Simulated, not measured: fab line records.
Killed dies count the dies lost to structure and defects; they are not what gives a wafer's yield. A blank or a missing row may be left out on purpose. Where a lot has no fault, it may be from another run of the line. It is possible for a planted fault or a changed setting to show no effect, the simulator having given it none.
Matching of chambers | flow n5 finfet | cmp-04 running N5_BEOL_M7_CMP_52: 4 sister chambers
The step polishes, stops on SiCOH lowk, t overpolish 6.9 s, target thk 80 nm. 8 wafers are shown with their chamber, then 9 later ones without.

WAFERS WITH THEIR CHAMBER
wafer  | chamber | motor current A (A) | overpolish run s (s)
L079.2 | 2       | 5.2                 | 6.890
L081.5 | 2       | 5.4                 | 6.886
L081.6 | 1       | 6.4                 | 6.901
L086.1 | 1       | 7.0                 | 6.892
L086.6 | 3       | 6.0                 | 6.908
L084.2 | 3       | 5.9                 | 6.914
L084.4 | 0       | 5.7                 | 6.885
L084.6 | 0       | 5.7                 | 6.891

WAFERS WITHOUT THEIR CHAMBER
wafer  | motor current A (A) | overpolish run s (s)
L089.4 | 6.8                 | 6.894
L089.5 | 6.2                 | 6.884
L089.6 | 5.4                 | 6.885
L097.2 | 5.3                 | 6.897
L097.3 | 5.9                 | 6.891
L097.5 | 6.6                 | 6.903
L096.3 | 6.5                 | 6.903
L096.4 | 5.4                 | 6.903
L096.6 | 6.6                 | 6.906

THE CHAMBER EACH PASSED THROUGH
wafer  | from the rows above          | in truth
L089.4 | 1                            | 1
L089.5 | can't be placed: 0 or 1 or 2 | 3
L089.6 | can't be placed: 2 or 0      | 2
L097.2 | can't be placed: 2 or 0      | 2
L097.3 | can't be placed: 0 or 2      | 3
L097.5 | can't be placed: 1 or 3      | 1
L096.3 | can't be placed: 1 or 3      | 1
L096.4 | can't be placed: 3 or 2 or 0 | 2
L096.6 | can't be placed: 1 or 3      | 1
1 of 9 placed correctly. Can't be placed from these rows: 8 (the true chamber is among the candidates in 6). 0 placed wrongly.
How it was worked out, from the rows above alone: a wafer's distance from a chamber is the root of the sum, over the readings, of the square of ((its reading less the chamber's mean) divided by the reading's scatter). The wafer belongs to the nearest chamber; if the next one is less than 2 further off, it can't be placed. The mean given for a chamber averages the wafers shown for that chamber. The scatter: the root of (the sum of the squares of (reading less its chamber's mean) over the shown wafers, divided by (wafers less chambers)).
